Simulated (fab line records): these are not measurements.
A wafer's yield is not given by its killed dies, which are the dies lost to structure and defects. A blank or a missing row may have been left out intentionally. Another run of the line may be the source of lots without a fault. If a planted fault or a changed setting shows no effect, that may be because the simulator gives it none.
fab line records | flow n5Finfet
record: lots: 11 | wafers: 33 | lastDay: 20
route steps=1938 shown MOL_CONTACT_COAG@618 MIM_TOP_ETCH@1852 MIM_BOT_LITHO@1862 PASSIVATION@1936
lots that met no fault: from a run of the same line without faults
startH: hours from the record's opening day to when the first of the lot's shown wafers began | waitH: how many hours have passed since the lot's step before this one | " the same as in the row above | L1.1+2: several wafers, shown together as one row | - no value, or no start given | * or withheld: withheld | < > ~ a bound
route shown NAME@n: NAME is a module with steps in the file, n the number in the route of the first one | usual: the fault-free wafers' mean and standard deviation | same: alike in all rows | chamber/n: place in a boat | sites: readings site by site | _std_site: how widely they spread, as a standard deviation | _edge_site: outer sites' mean less inner sites' | radiusMm: for every site, how far away it sits from the centre of the wafer | mask NAME#n: copy n | behind: the most recent tool/chamber to have shaped the wafer | hold: reason for holding the lot/hours on hold/outcome of the hold | device: the transistor (n, p or np) that didn't switch | end of line: tests of these same wafers at the route's end | step lacking rows: just its recipe | killed: at the first sort, the dies lost to defects and structure; wafer yield is something else | map: the dies of a wafer, with x for killed, . for not killed, _ for no die there
set.NAME: the setting as run; set.NAME@STEP: as run at that earlier step | model.NAME: the simulator's own value behind a step, which no gauge read
a sample of lots followed through the steps of the route, with each step as a table and each wafer as a row
services: a tool's chamber out of use, with start hour (startH, from the record's first day; less than 0 if before it), hours out, and reason
== steps ==
step: N5_MOL_CONTACT_COAG_STRIP_72
recipe: chemistry: N2/H2 | powerW: 450 | tempC: 40 | pressureMtorr: 20 | rfFrequencyHz: 6e+07 | overashFraction: 3 | biasPowerW: 7 | h2Frac: 0.5 | n2FlowSccm: 200 | h2FlowSccm: 200
usual: drypumpMotorCurrentA: 5.6/0.47 | n2FlowSccm: 200.0/0.6 | oesProductAu: 0.78/0.082 | rfVppV: 59.2/1.9 | showerheadPlenumPTorr: 2.54/0.11 | throttleValvePct: 23.65/0.22
same: overashFraction: 3
lot.wafer | tool       | chamber | startH | waitH | drypumpMotorCurrentA | n2FlowSccm | oesProductAu | rfHoursCounterH | rfVppV | showerheadPlenumPTorr | throttleValvePct
L468.4    | rieDiel-04 | 3       | 100.17 | 0.0   | 5.8                  | 199.3      | 0.78         | 123             | 60.3   | 2.56                  | 23.82
L468.5    | "          | 2       | "      | "     | 5.8                  | 199.6      | 0.88         | -               | 60.0   | 2.48                  | 23.00
L468.6    | "          | 1       | "      | "     | 6.4                  | 200.2      | 0.73         | -               | 59.6   | 2.61                  | 23.57
L469.2    | rieDiel-01 | 3       | 107.24 | 0.0   | 4.9                  | 199.3      | 0.92         | 29              | 58.0   | 2.71                  | 23.55
L469.4    | "          | 2       | "      | "     | 6.4                  | 200.0      | 0.93         | 20              | 59.9   | 2.72                  | 23.74
L469.6    | "          | 3       | "      | "     | 4.9                  | 200.7      | 0.91         | -               | 60.2   | 2.71                  | 23.49
L471.1    | rieDiel-01 | 0       | 116.85 | 0.0   | 4.9                  | 199.9      | 0.75         | 172             | 60.8   | 2.51                  | 23.68
L471.3    | "          | 2       | "      | "     | 6.4                  | 200.6      | 0.91         | 23              | 58.7   | 2.72                  | 23.74
L471.5    | "          | 0       | "      | "     | 4.9                  | 200.9      | 0.75         | -               | 59.0   | 2.51                  | 23.70
L478.1    | rieDiel-02 | 0       | 158.92 | 0.0   | 5.3                  | 199.8      | 0.73         | 179             | 58.7   | 2.52                  | 23.45
L478.3    | "          | 2       | "      | "     | 6.0                  | 199.2      | 0.70         | 216             | 55.3   | 2.41                  | 23.98
L478.6    | "          | 1       | "      | "     | 5.6                  | 199.5      | 0.78         | -               | 59.1   | 2.45                  | 23.59
L479.1    | rieDiel-02 | 3       | 165.38 | 0.0   | 5.7                  | 199.1      | 0.68         | 228             | 59.4   | 2.63                  | 23.77
L479.2    | "          | 0       | "      | "     | 5.3                  | 200.3      | 0.74         | 180             | 60.5   | 2.52                  | 23.50
L479.6    | "          | 2       | "      | "     | 6.0                  | 199.8      | 0.70         | -               | 60.7   | 2.41                  | 23.97
L480.3    | rieDiel-04 | 2       | 173.75 | 0.0   | 5.8                  | 200.7      | 0.85         | 61              | 59.6   | 2.47                  | 23.06
L480.4    | "          | 3       | "      | "     | 5.8                  | 200.5      | 0.74         | 155             | 58.2   | 2.55                  | 23.82
L480.5    | "          | 2       | "      | "     | 5.8                  | 200.5      | 0.85         | -               | 59.0   | 2.47                  | 23.06
L482.1    | rieDiel-01 | 3       | 188.32 | 0.0   | 4.9                  | 201.1      | 0.87         | 57              | 59.3   | 2.70                  | 23.55
L482.2    | "          | 1       | "      | "     | 5.3                  | 199.0      | 0.70         | 248             | 58.0   | 2.49                  | 23.80
L482.5    | "          | 2       | "      | "     | 6.4                  | 199.2      | 0.88         | -               | 62.9   | 2.70                  | 23.75
L483.1    | rieDiel-01 | 0       | 190.35 | 0.0   | 4.9                  | 200.4      | 0.74         | 197             | 60.4   | 2.50                  | 23.70
L483.3    | "          | 1       | "      | "     | 5.3                  | 199.7      | 0.70         | 249             | 59.2   | 2.49                  | 23.77
L483.4    | "          | 3       | "      | "     | 4.9                  | 200.7      | 0.86         | 58              | 58.8   | 2.69                  | 23.55
L487.1    | rieDiel-01 | 2       | 212.31 | 0.0   | 6.4                  | 200.2      | 0.85         | 61              | 59.5   | 2.70                  | 23.82
L487.4    | "          | 2       | "      | "     | 6.3                  | 201.0      | 0.87         | -               | 61.2   | 2.70                  | 23.78
L487.5    | "          | 0       | "      | "     | 4.9                  | 200.1      | 0.69         | -               | 62.1   | 2.49                  | 23.70
L488.1    | rieDiel-04 | 0       | 216.85 | 0.0   | 5.7                  | 200.9      | 0.89         | 33              | 56.5   | 2.71                  | 23.66
L488.5    | "          | 3       | "      | "     | 5.8                  | 199.2      | 0.71         | -               | 55.4   | 2.54                  | 23.83
L488.6    | "          | 2       | "      | "     | 5.7                  | 199.5      | 0.81         | -               | 58.5   | 2.46                  | 23.06
L491.1    | rieDiel-01 | 2       | 238.59 | 0.0   | 6.4                  | 199.2      | 0.85         | 66              | 61.0   | 2.70                  | 23.83
L491.2    | "          | 1       | "      | "     | 5.2                  | 199.3      | 0.94         | 4               | 60.2   | 2.49                  | 23.47
L491.3    | "          | 3       | "      | "     | 4.9                  | 200.2      | 0.84         | 73              | 60.5   | 2.69                  | 23.58
step: N5_MIM_TOP_ETCH_STRIP_01
recipe: chemistry: O2 | powerW: 600 | tempC: 60 | pressureMtorr: 30 | rfFrequencyHz: 6e+07 | biasPowerW: 0 | overashFraction: 0.5 | o2FlowSccm: 225
usual: drypumpMotorCurrentA: 5.7/0.47 | oesProductAu: 0.77/0.065 | rfVppV: 3.6/1.3 | showerheadPlenumPTorr: 2.07/0.069 | throttleValvePct: 16.65/0.17
same: overashFraction: 0.5
lot.wafer | tool       | chamber | startH | waitH | drypumpMotorCurrentA | oesProductAu | rfHoursCounterH | rfVppV | showerheadPlenumPTorr | throttleValvePct
L468.4    | rieDiel-06 | 2       | 277.87 | 0.1   | 6.1                  | 0.74         | 137             | 2.2    | 2.12                  | 16.93
L468.5    | "          | 2       | "      | "     | 6.0                  | 0.75         | -               | 2.5    | 2.12                  | 17.00
L468.6    | "          | 1       | "      | "     | 5.5                  | 0.78         | -               | 4.5    | 1.93                  | 16.79
L469.2    | rieDiel-05 | 0       | 283.80 | 0.1   | 5.7                  | 0.69         | 234             | 2.9    | 2.08                  | 16.92
L469.4    | "          | 3       | "      | "     | 6.1                  | 0.74         | 181             | 4.7    | 2.10                  | 16.75
L469.6    | "          | 2       | "      | "     | 4.8                  | 0.79         | -               | 4.6    | 2.12                  | 16.57
L471.1    | rieDiel-06 | 3       | 305.04 | 0.1   | 5.7                  | 0.71         | 188             | 3.7    | 2.15                  | 16.58
L471.3    | "          | 1       | "      | "     | 5.5                  | 0.76         | 156             | 5.7    | 1.93                  | 16.81
L471.5    | "          | 1       | "      | "     | 5.5                  | 0.77         | -               | 2.5    | 1.93                  | 16.80
L478.1    | rieDiel-05 | 2       | 336.14 | 0.1   | 4.8                  | 0.78         | 96              | 4.3    | 2.11                  | 16.55
L478.3    | "          | 1       | "      | "     | 6.5                  | 0.82         | 51              | 4.2    | 2.04                  | 16.50
L478.6    | "          | 1       | "      | "     | 6.5                  | 0.82         | -               | 3.8    | 2.04                  | 16.48
L479.1    | rieDiel-03 | 1       | 339.37 | 0.1   | 5.4                  | 0.80         | 90              | 4.6    | 2.02                  | 16.49
L479.2    | "          | 0       | "      | "     | 5.5                  | 0.70         | 216             | 5.1    | 2.08                  | 16.64
L479.6    | "          | 0       | "      | "     | 5.5                  | 0.72         | -               | 4.0    | 2.08                  | 16.67
L480.3    | rieDiel-05 | 3       | 351.61 | 0.1   | 6.1                  | 0.71         | 202             | 3.3    | 2.10                  | 16.80
L480.4    | "          | 0       | "      | "     | 5.6                  | 0.96         | 1               | 3.3    | 2.07                  | 16.49
L480.5    | "          | 0       | "      | "     | 5.6                  | 0.96         | -               | 2.6    | 2.07                  | 16.48
L482.1    | rieDiel-05 | 0       | 377.43 | 0.1   | 5.6                  | 0.95         | 7               | 1.7    | 2.07                  | 16.53
L482.2    | "          | 2       | "      | "     | 4.8                  | 0.78         | 107             | 4.1    | 2.11                  | 16.57
L482.5    | "          | 1       | "      | "     | 6.5                  | 0.81         | -               | 3.6    | 2.04                  | 16.52
L483.1    | rieDiel-06 | 3       | 381.55 | 0.1   | 5.7                  | 0.70         | 211             | 4.8    | 2.14                  | 16.59
L483.3    | "          | 2       | "      | "     | 6.0                  | 0.72         | 169             | 2.8    | 2.11                  | 17.02
L483.4    | "          | 0       | "      | "     | 5.9                  | 0.71         | 222             | 1.3    | 2.15                  | 16.57
L487.1    | rieDiel-05 | 3       | 386.74 | 0.1   | 6.1                  | 0.71         | 212             | 4.3    | 2.09                  | 16.79
L487.4    | "          | 1       | "      | "     | 6.5                  | 0.82         | 65              | 1.8    | 2.04                  | 16.50
L487.5    | "          | 3       | "      | "     | 6.1                  | 0.71         | -               | 2.2    | 2.09                  | 16.76
L488.1    | rieDiel-03 | 0       | 397.75 | 0.1   | 5.5                  | 0.72         | 235             | 2.8    | 2.07                  | 16.74
L488.5    | "          | 0       | "      | "     | 5.4                  | 0.70         | -               | 4.8    | 2.07                  | 16.70
L488.6    | "          | 3       | "      | "     | 5.1                  | 0.76         | -               | 3.9    | 2.18                  | 16.72
L491.1    | rieDiel-05 | 2       | 461.57 | 0.1   | 4.8                  | 0.77         | 132             | 3.9    | 2.10                  | 16.60
L491.2    | "          | 3       | "      | "     | 6.1                  | 0.70         | 233             | 3.3    | 2.08                  | 16.90
L491.3    | "          | 1       | "      | "     | 6.5                  | 0.78         | 86              | 4.1    | 2.03                  | 16.53
step: N5_MIM_BOT_LITHO_CD_MEAS_08
recipe: targetCdNm: 3000 | landingEnergyEv: 500 | detector: seInlens | polarity: opening
usual: cdNm: 2999.1/1.9
lot.wafer | tool     | chamber | startH | waitH | cdNm
L468.4    | cdSem-03 | 0       | 278.42 | -     | 3000.4
L468.5    | "        | 0       | "      | "     | 2999.2
L468.6    | "        | 0       | "      | "     | 2998.2
L469.2    | cdSem-03 | 0       | 284.34 | -     | 2998.7
L469.4    | "        | 0       | "      | "     | 2994.7
L469.6    | "        | 0       | "      | "     | 2997.1
L471.1    | cdSem-01 | 0       | 305.59 | -     | 2997.0
L471.3    | "        | 0       | "      | "     | 2998.7
L471.5    | "        | 0       | "      | "     | 2997.4
L478.1    | cdSem-01 | 0       | 336.68 | -     | 2997.0
L478.3    | "        | 0       | "      | "     | 2999.4
L478.6    | "        | 0       | "      | "     | 3000.3
L479.1    | cdSem-01 | 0       | 339.80 | -     | 2996.5
L479.2    | "        | 0       | "      | "     | 2999.3
L479.6    | "        | 0       | "      | "     | 2998.8
L480.3    | cdSem-01 | 0       | 352.03 | -     | 3002.3
L480.4    | "        | 0       | "      | "     | 3001.1
L480.5    | "        | 0       | "      | "     | 2999.8
L482.1    | cdSem-01 | 0       | 377.87 | -     | 2996.9
L482.2    | "        | 0       | "      | "     | 2996.9
L482.5    | "        | 0       | "      | "     | 2997.6
L483.1    | cdSem-02 | 0       | 381.97 | -     | 2996.8
L483.3    | "        | 0       | "      | "     | 2997.4
L483.4    | "        | 0       | "      | "     | 2997.5
L487.1    | cdSem-03 | 0       | 387.18 | -     | 2999.9
L487.4    | "        | 0       | "      | "     | 2997.2
L487.5    | "        | 0       | "      | "     | 2998.2
L488.1    | cdSem-01 | 0       | 398.41 | -     | 2996.9
L488.5    | "        | 0       | "      | "     | 2999.2
L488.6    | "        | 0       | "      | "     | 2998.7
L491.1    | cdSem-03 | 0       | 461.99 | -     | 2996.3
L491.2    | "        | 0       | "      | "     | 2996.5
L491.3    | "        | 0       | "      | "     | 2996.7
step: N5_PASSIVATION_PROBE_49
usual: defectLimitedYield: 91.1/1.4 | killed_at_M0_to_M3: 32/9.3 | killed_at_M4_up: 13/5.8 | killedAtContacts: 12/6.3 | killedAtFrontEnd: 44/12 | killedAtOther: 3.6/2.7 | killedDies: 104/17 | killedOpen: 69/13 | killedShort: 34/6.9 | sort_bin_5_function: 5.2/0.98 | sort_bin_6_memory: 3.3/0.59 | sortNPass: 1075/17 | sortYieldPct: 91.1/1.4
same: grossDies: 1180 | killedAtBackSide: 0 | sort_bin_4_leakage[%]: 0 | sort_bin_8_speed[%]: 0
lot.wafer | tool      | chamber | startH | waitH | defectLimitedYield[%] | killed_at_M0_to_M3 | killed_at_M4_up | killedAtContacts | killedAtFrontEnd | killedAtOther | killedDies | killedOpen | killedShort | sort_bin_5_function[%] | sort_bin_6_memory[%] | sortNPass | sortYieldPct[%]
L478.1    | prober-01 | -       | 345.08 | 0.0   | 83.0                  | 44                 | 15              | 111              | 30               | 1             | 201        | 78         | 29          | 11.4                   | 3.8                  | 979       | 83.0
L478.3    | prober-01 | -       | 345.18 | 0.1   | 88.5                  | 38                 | 24              | 21               | 52               | 1             | 136        | 98         | 38          | 7.1                    | 4.2                  | 1044      | 88.5
L478.6    | prober-01 | -       | 345.33 | 0.3   | 89.2                  | 44                 | 15              | 26               | 43               | 0             | 128        | 78         | 50          | 6.1                    | 4.1                  | 1052      | 89.2
L479.1    | prober-02 | -       | 351.28 | 0.0   | 91.5                  | 24                 | 21              | 13               | 42               | 0             | 100        | 63         | 37          | 5.3                    | 3.0                  | 1080      | 91.5
L479.2    | prober-02 | -       | 351.33 | 0.1   | 83.6                  | 36                 | 9               | 107              | 41               | 0             | 193        | 58         | 40          | 9.8                    | 5.0                  | 987       | 83.6
L479.6    | prober-02 | -       | 351.53 | 0.3   | 92.4                  | 41                 | 4               | 4                | 37               | 4             | 90         | 56         | 34          | 4.6                    | 2.9                  | 1090      | 92.4
L480.3    | prober-02 | -       | 360.90 | 0.1   | 92.3                  | 34                 | 25              | 9                | 23               | 0             | 91         | 53         | 36          | 4.8                    | 2.6                  | 1089      | 92.3
L480.5    | prober-02 | -       | 361.00 | 0.2   | 89.9                  | 35                 | 22              | 5                | 56               | 1             | 119        | 78         | 39          | 5.7                    | 4.2                  | 1061      | 89.9
killed by level:class
L478.1 MOL_CONTACT_COAG:unspecified=93 BEOL_M2:geometricParticle:open=21 MOL_CONTACT_COAG:geometricParticle:open=15 BEOL_M4:geometricParticle:open=11 BEOL_M0_SAQP:geometricParticle:short=10 BEOL_M0_SAQP:geometricParticle:open=9 FIN_SAQP:geometricParticle:open=7 FIN_SAQP:geometricParticle:short=6
L478.3 BEOL_M2:geometricParticle:open=21 MOL_CONTACT_COAG:geometricParticle:open=17 STI_FIN_REVEAL:geometricParticle:open=12 BEOL_M4:geometricParticle:open=9 FIN_SAQP:geometricParticle:open=7 DUMMY_GATE:geometricParticle:open=6 BEOL_M0_SAQP:geometricParticle:short=6 FIN_SAQP:geometricParticle:short=5
L478.6 BEOL_M2:geometricParticle:open=20 MOL_CONTACT_COAG:geometricParticle:open=17 BEOL_M1:geometricParticle:short=10 MOL_CONTACT_COAG:geometricParticle:short=9 FIN_SAQP:geometricParticle:short=8 STI_FIN_REVEAL:geometricParticle:open=7 BEOL_M4:geometricParticle:open=7 DUMMY_GATE:geometricParticle:open=6
L479.1 DUMMY_GATE:geometricParticle:open=11 MOL_CONTACT_COAG:geometricParticle:open=10 GATE_CUT:geometricParticle:short=7 BEOL_M3:geometricParticle:open=6 BEOL_M4:geometricParticle:open=6 FIN_SAQP:geometricParticle:short=5 BEOL_M0_SAQP:geometricParticle:open=5 FIN_SAQP:geometricParticle:open=4
L479.2 MOL_CONTACT_COAG:unspecified=95 FIN_SAQP:geometricParticle:short=18 BEOL_M0_SAQP:geometricParticle:open=12 MOL_CONTACT_COAG:geometricParticle:open=11 BEOL_M0_SAQP:geometricParticle:short=10 FIN_SAQP:geometricParticle:open=8 BEOL_M1:geometricParticle:open=5 DUMMY_GATE:geometricParticle:open=4
L479.6 BEOL_M3:geometricParticle:open=11 BEOL_M2:geometricParticle:open=10 SPACER0:geometricParticle:short=7 BEOL_M0_SAQP:geometricParticle:open=7 BEOL_M0_SAQP:geometricParticle:short=6 FIN_SAQP:geometricParticle:short=5 FIN_SAQP:geometricParticle:open=4 DUMMY_GATE:geometricParticle:open=4
L480.3 BEOL_M4:geometricParticle:open=14 BEOL_M0_SAQP:geometricParticle:short=11 MOL_CONTACT_COAG:geometricParticle:open=7 BEOL_M0_SAQP:geometricParticle:open=7 BEOL_M2:geometricParticle:open=6 FIN_SAQP:geometricParticle:open=5 STI_FIN_REVEAL:geometricParticle:open=5 BEOL_M2:geometricParticle:short=5
L480.5 FIN_SAQP:geometricParticle:open=19 BEOL_M1:geometricParticle:short=10 FIN_SAQP:geometricParticle:short=9 STI_FIN_REVEAL:geometricParticle:open=9 BEOL_M0_SAQP:geometricParticle:open=9 BEOL_M4:geometricParticle:open=9 DUMMY_GATE:geometricParticle:open=5 BEOL_M2:geometricParticle:open=5
== services ==
tool       | chamber | startH | hours | kind
rieDiel-01 | -       | 76.56  | 0.6   | repair
rieDiel-06 | 1       | 99.01  | 14.3  | repair
rieDiel-04 | 1       | 107.92 | 4.6   | repair
rieDiel-05 | 1       | 134.88 | 12.3  | repair
rieDiel-06 | 1       | 142.70 | 5.8   | repair
rieDiel-04 | 2       | 158.20 | 4.0   | repair
rieDiel-06 | 2       | 160.23 | 3.0   | repair
rieDiel-05 | -       | 171.20 | 2.8   | pm
rieDiel-04 | 1       | 175.91 | 66.9  | repair
rieDiel-06 | -       | 190.75 | 2.8   | pm
rieDiel-05 | 0       | 192.21 | 5.8   | repair
rieDiel-05 | -       | 195.70 | 0.7   | repair
rieDiel-01 | -       | 218.42 | 14.6  | pm
rieDiel-05 | 0       | 241.22 | 3.8   | repair
rieDiel-06 | 3       | 291.19 | 8.3   | repair
rieDiel-04 | 1       | 308.27 | 2.9   | repair
rieDiel-04 | 0       | 311.57 | 9.9   | repair
rieDiel-05 | 0       | 320.99 | 2.0   | repair
rieDiel-06 | 1       | 332.37 | 8.2   | repair
rieDiel-04 | 3       | 346.23 | 10.6  | repair
rieDiel-04 | -       | 352.25 | 0.6   | repair
rieDiel-01 | 0       | 371.46 | 2.1   | repair
rieDiel-01 | 0       | 383.71 | 77.6  | repair
rieDiel-05 | 3       | 398.86 | 1.8   | repair
== key ==
firstSign: step: N5_PASSIVATION_PROBE_49 | reading: killedAtContacts | direction: up | sigmas: 15 | usual: 12 | struck: 109
effect: step: N5_PASSIVATION_PROBE_49 | reading: defectLimitedYield | direction: down | sigmas: 5.5 | usual: 91.1 | struck: 83.3
moreKillsBornAt: N5_MOL_CONTACT_COAG_STRIP_72@rieDiel-02: 188
metAt N5_MOL_CONTACT_COAG_STRIP_72
struckLots L478,L479
struckWafers L478.1,L479.2
notActingAt N5_MIM_TOP_ETCH_STRIP_01,N5_MIM_BOT_LITHO_CD_MEAS_08
fault: kind: chamberParticleSource | tool: rieDiel-02 | chamber: 0 | onsetH: 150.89 | steps: N5_MOL_CONTACT_COAG_STRIP_72 | ratePerVisitCm2: 0.44833 | endH: 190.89
